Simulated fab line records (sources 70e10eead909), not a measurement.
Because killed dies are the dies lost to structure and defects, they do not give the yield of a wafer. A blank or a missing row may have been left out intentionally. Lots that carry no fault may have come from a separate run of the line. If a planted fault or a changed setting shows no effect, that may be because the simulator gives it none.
The tool behind it: which one? + flow nand_harc + 24 lots with 72 wafers sampled at 2 steps, on a route of 1302 steps

== WHAT EACH GAUGE READ, for each wafer ==
NHARC_A_ONON_D2_THK_MEAS_27: measures by ellipsometry.
| lot  | measured     | on            | thk_nm (nm)    |
|------|--------------|---------------|----------------|
| L074 | day 13 01:13 | film_metro-01 | 1000 1000 1002 |
| L076 | day 13 06:04 | film_metro-01 | 1010 1009 1009 |
| L075 | day 13 06:04 | film_metro-01 | 984 985 985    |
| L077 | day 14 16:31 | film_metro-01 | 1006 1005 1008 |
| L078 | day 14 16:33 | film_metro-02 | 1014 1014 1013 |
| L079 | day 14 23:52 | film_metro-02 | 1000 998 1001  |
| L080 | day 15 10:02 | film_metro-02 | 1007 1009 1007 |
| L082 | day 16 02:15 | film_metro-01 | 981 981 978    |
| L081 | day 16 02:16 | film_metro-02 | 1008 1005 1007 |
| L084 | day 16 19:08 | film_metro-01 | 1011 1012 1012 |
| L083 | day 16 19:08 | film_metro-01 | 996 994 995    |
| L085 | day 17 10:26 | film_metro-01 | 992 994 993    |
| L086 | day 17 19:22 | film_metro-02 | 1000 999 999   |
| L087 | day 18 19:05 | film_metro-01 | 1011 1013 1010 |
| L088 | day 18 19:07 | film_metro-02 | 985 984 986    |
| L089 | day 18 22:52 | film_metro-01 | 993 992 992    |
| L090 | day 19 16:35 | film_metro-02 | 1004 1004 1003 |
| L091 | day 19 22:10 | film_metro-01 | 992 992 995    |
| L092 | day 20 15:31 | film_metro-02 | 1013 1014 1012 |
| L093 | day 20 15:32 | film_metro-01 | 1002 1002 1003 |
| L094 | day 20 22:36 | film_metro-01 | 985 984 986    |
| L095 | day 21 18:17 | film_metro-01 | 1006 1005 1004 |
| L096 | day 22 01:27 | film_metro-02 | 998 998 999    |
| L097 | day 22 09:48 | film_metro-01 | 999 1000 1000  |

NHARC_A_ONON_D2_INSPECT_32.
| lot  | measured     | on                | raw_defect_count |
|------|--------------|-------------------|------------------|
| L074 | day 13 02:20 | defect_inspect-02 | 286 283 286      |
| L076 | day 13 07:10 | defect_inspect-01 | 430 352 472      |
| L075 | day 13 07:19 | defect_inspect-02 | 336 341 464      |
| L077 | day 14 17:38 | defect_inspect-01 | 352 272 366      |
| L078 | day 14 17:41 | defect_inspect-02 | 228 303 296      |
| L079 | day 15 00:59 | defect_inspect-01 | 427 225 351      |
| L080 | day 15 11:10 | defect_inspect-01 | 186 257 268      |
| L082 | day 16 03:21 | defect_inspect-01 | 438 356 387      |
| L081 | day 16 03:25 | defect_inspect-02 | 227 355 458      |
| L084 | day 16 20:14 | defect_inspect-02 | 311 319 306      |
| L083 | day 16 20:15 | defect_inspect-02 | 266 645 468      |
| L085 | day 17 11:33 | defect_inspect-02 | 431 454 705      |
| L086 | day 17 20:30 | defect_inspect-02 | 441 339 395      |
| L087 | day 18 20:12 | defect_inspect-01 | 231 422 524      |
| L088 | day 18 20:13 | defect_inspect-02 | 378 236 358      |
| L089 | day 19 00:05 | defect_inspect-02 | 510 665 806      |
| L090 | day 19 17:41 | defect_inspect-01 | 181 253 212      |
| L091 | day 19 23:17 | defect_inspect-01 | 412 344 377      |
| L092 | day 20 16:37 | defect_inspect-02 | 307 475 388      |
| L093 | day 20 16:40 | defect_inspect-01 | 239 260 235      |
| L094 | day 20 23:43 | defect_inspect-01 | 393 390 379      |
| L095 | day 21 19:25 | defect_inspect-02 | 386 586 340      |
| L096 | day 22 02:35 | defect_inspect-02 | 312 347 323      |
| L097 | day 22 10:55 | defect_inspect-02 | 227 291 176      |

== WHICH TOOL RAN EACH LOT (tool, then ch and the chambers of the sampled wafers, then the start) ==
Record: no process step prior to these readings.

== WHAT THE TOOLS THEMSELVES READ (means of the sampled wafers that have a number; where no wafer has one, the mark that the record gives instead) ==
The record holds no such reading with a usual standard deviation.

== THE ANSWER, worked out from the rows above alone ==
Rule: what is usual is taken from the lots themselves. The widest of any qualifying gaps counts: lots, ordered by their means at a reading, are off when they make up no more than a third of the lots, leave a main group of 4 or more, and stand apart from it by 3 or more times the standard deviation of that group's means. A main group whose means are all the same, to the digits that the tables above print for the reading, isn't used. A lot without any number at a reading at which 4 lots or more have one is off too. The other lots that the step has rows for count as sound. After the gauges, taken in route order, come the tools' own readings; for these a lot's mean is taken, as printed above. The first step at which some lot is off is used, and at that step the reading that is off furthest; a lot without a number counts as furthest.
No lot is off on any of the readings shown, so nothing can be concluded from this.

== WHAT THE SIMULATOR HAD PUT IN ==
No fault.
